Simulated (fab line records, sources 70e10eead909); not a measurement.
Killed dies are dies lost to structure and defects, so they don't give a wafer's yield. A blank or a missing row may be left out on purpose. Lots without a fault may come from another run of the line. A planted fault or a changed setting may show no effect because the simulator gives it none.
Chamber matching | flow nand_harc | NHARC_A_CHANNEL_HOLE_D2_DEP_01 on pecvd-04: 3 sister chambers
The step deposits SiON, target thk 140 nm. 14 wafers are shown with their chamber, then 7 later ones without.

WAFERS WITH THEIR CHAMBER
wafer  | chamber | heater_power_w (W) | heater_power_outer_w (W)
L081.1 | 0       | 917                | 533
L081.3 | 2       | 831                | 486
L081.4 | 0       | 916                | 540
L086.1 | 2       | 854                | 490
L086.2 | 0       | 852                | 486
L086.4 | 0       | 862                | 501
L088.3 | 0       | 810                | 442
L088.5 | 0       | 823                | 448
L088.6 | 2       | 840                | 467
L087.1 | 2       | 755                | 416
L087.3 | 1       | 675                | 414
L087.6 | 2       | 747                | 424
L092.2 | 1       | 720                | 436
L092.4 | 1       | 728                | 447

SIGNATURES (means of the wafers above)
reading              | chamber 0 | chamber 1 | chamber 2 | scatter within a chamber
heater_power_w       | 863.33    | 707.67    | 805.40    | 44.8
heater_power_outer_w | 491.67    | 432.33    | 456.60    | 35.5
Rule: a wafer's distance from a chamber is the root of the sum, over the readings, of the square of ((its reading less the chamber's mean) divided by the reading's scatter). The wafer belongs to the nearest chamber; if the next one is less than 2 further off, it can't be placed. The scatter: the root of (the sum of the squares of (reading less its chamber's mean) over the shown wafers, divided by (wafers less chambers)).

WAFERS WITHOUT THEIR CHAMBER
wafer  | heater_power_w (W) | heater_power_outer_w (W)
L092.6 | 904                | 522
L097.2 | 920                | 520
L097.3 | 830                | 452
L097.4 | 913                | 546
L095.1 | 901                | 533
L095.3 | 711                | 469
L095.5 | 708                | 459

WHICH CHAMBER EACH WENT THROUGH
wafer  | from the rows above     | in truth
L092.6 | can't be placed: 0 or 2 | 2
L097.2 | can't be placed: 0 or 2 | 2
L097.3 | can't be placed: 2 or 0 | 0
L097.4 | can't be placed: 0 or 2 | 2
L095.1 | can't be placed: 0 or 2 | 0
L095.3 | can't be placed: 1 or 2 | 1
L095.5 | can't be placed: 1 or 2 | 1
Placed correctly: 0 of 7. Can't be placed from these rows: 7 (the true chamber is among the candidates in 7). Placed wrongly: 0.
